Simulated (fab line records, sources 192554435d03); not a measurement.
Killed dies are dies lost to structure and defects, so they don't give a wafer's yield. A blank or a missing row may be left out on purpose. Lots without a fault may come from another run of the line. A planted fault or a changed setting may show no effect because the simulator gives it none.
Chamber matching | flow n5_finfet | N5_BEOL_M10_ETCH_62 on rie_diel-04: 4 sister chambers
The step etches SOC in N2/H2, target depth 110 nm, overetch 22 nm, time 165 s. 8 wafers are shown with their chamber, then 11 later ones without.

WAFERS WITH THEIR CHAMBER
wafer  | chamber | showerhead_plenum_p_Torr (Torr) | drypump_motor_current_A (A)
L080.2 | 1       | 2.62                            | 5.4
L083.1 | 3       | 2.46                            | 6.1
L083.3 | 0       | 2.70                            | 5.6
L083.6 | 3       | 2.46                            | 6.0
L089.1 | 0       | 2.70                            | 5.6
L089.3 | 1       | 2.61                            | 5.5
L089.4 | 2       | 2.51                            | 5.3
L091.3 | 2       | 2.51                            | 5.3

WAFERS WITHOUT THEIR CHAMBER
wafer  | showerhead_plenum_p_Torr (Torr) | drypump_motor_current_A (A)
L091.4 | 2.69                            | 5.6
L091.6 | 2.69                            | 5.6
L092.2 | 2.50                            | 5.3
L092.4 | 2.61                            | 5.4
L092.6 | 2.45                            | 6.1
L096.2 | 2.69                            | 5.6
L096.3 | 2.61                            | 5.5
L096.5 | 2.61                            | 5.5
L097.2 | 2.61                            | 5.4
L097.4 | 2.50                            | 5.3
L097.5 | 2.61                            | 5.5

WHICH CHAMBER EACH WENT THROUGH
wafer  | from the rows above | in truth
L091.4 | 0                   | 0
L091.6 | 0                   | 0
L092.2 | 2                   | 2
L092.4 | 1                   | 1
L092.6 | 3                   | 3
L096.2 | 0                   | 0
L096.3 | 1                   | 1
L096.5 | 1                   | 1
L097.2 | 1                   | 1
L097.4 | 2                   | 2
L097.5 | 1                   | 1
Placed correctly: 11 of 11. Can't be placed from these rows: 0. Placed wrongly: 0.
How it was worked out, from the rows above alone: a wafer's distance from a chamber is the root of the sum, over the readings, of the square of ((its reading less the chamber's mean) divided by the reading's scatter). The wafer belongs to the nearest chamber; if the next one is less than 2 further off, it can't be placed. A chamber's mean is the mean of its shown wafers. The scatter: the root of (the sum of the squares of (reading less its chamber's mean) over the shown wafers, divided by (wafers less chambers)).
